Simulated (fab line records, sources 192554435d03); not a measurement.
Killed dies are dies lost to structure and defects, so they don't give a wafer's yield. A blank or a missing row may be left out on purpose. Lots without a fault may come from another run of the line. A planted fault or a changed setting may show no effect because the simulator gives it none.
Problem report in the 8D (eight disciplines) form, filled by code | flow n5_finfet | the parts of the form that need people (team, actions taken, sign-off) are left out

1. THE PROBLEM
susceptor_temp_C at N5_BEOL_M13_ILD_DEP_00 reads a mean of 363.16 C on 6 wafers of 2 lots; wafers without a fault read 350.03 C with a standard deviation of 0.21. That is +63 standard deviations from the usual mean.
The step: deposits SiOC from DEMS/O2, target thk 837.92 nm, time 166.4 s.
First seen on wafer L370.3, day 14 15:57, on pecvd-03. The record holds 11 wafers of 4 lots with a number at this step. Rule for "out", or "out of limits": more than 4 standard deviations from the usual mean. The other wafers with a number count as sound.

2. WHAT IT IS AND WHAT IT IS NOT
question                    | is                     | is not
which readings at this step | susceptor_temp_C       | heater_power_w, showerhead_plenum_p_Torr, throttle_valve_pct
which lots                  | L370, L371             | L362, L377
which wafers of those lots  | all that have a number | -
read on which tools         | pecvd-03               | pecvd-04
when                        | from day 14 15:57      | up to then (3 sound wafers); but 2 sound wafers of L377 came after

3. SUSPECTS, AND WHAT RULES EACH OUT
Counting: a tool at a process step up to the reading stays a suspect if it ran every lot that is out and no sound lot after the first of them.
- pecvd-03 at N5_BEOL_M13_ILD_DEP_00 (deposits SiOC from DEMS/O2, target thk 837.92 nm, time 166.4 s): kept. It ran every lot that is out, first L370 (day 14 15:57), and no sound lot after that; its last sound lot up to then is L362 (day 12 12:52). Its own readings are out on those wafers: susceptor_temp_C.
Left after counting: pecvd-03 at N5_BEOL_M13_ILD_DEP_00.

4. THE CAUSE (what the simulator had put in)
Process parameter drift: pecvd-03, from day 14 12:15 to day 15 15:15, at N5_BEOL_M13_ILD_DEP_00. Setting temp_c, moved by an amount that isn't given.
Counting left only this tool.

5. THE CHAIN OF EFFECTS, in route order
Each row: a reading whose mean over the struck wafers that have a number lies more than 3 standard deviations from the usual. Only readings for which the record gives a usual standard deviation are gone through. hours: the time from each lot's start at the first step in this table that gives one to its start at this step, as a median over the lots. sigmas: the change in usual standard deviations.
hours | step                   | reading          | usual    | on struck wafers | change | sigmas
0     | N5_BEOL_M13_ILD_DEP_00 | susceptor_temp_C | 350.03 C | 363.16           | +13.13 | +63
The process steps in it:
- N5_BEOL_M13_ILD_DEP_00: deposits SiOC from DEMS/O2, target thk 837.92 nm, time 166.4 s.

6. WHAT WOULD HAVE CAUGHT IT SOONER
In this record the first reading out of limits was taken at day 14 15:57, 4 hours after the fault began at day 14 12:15.
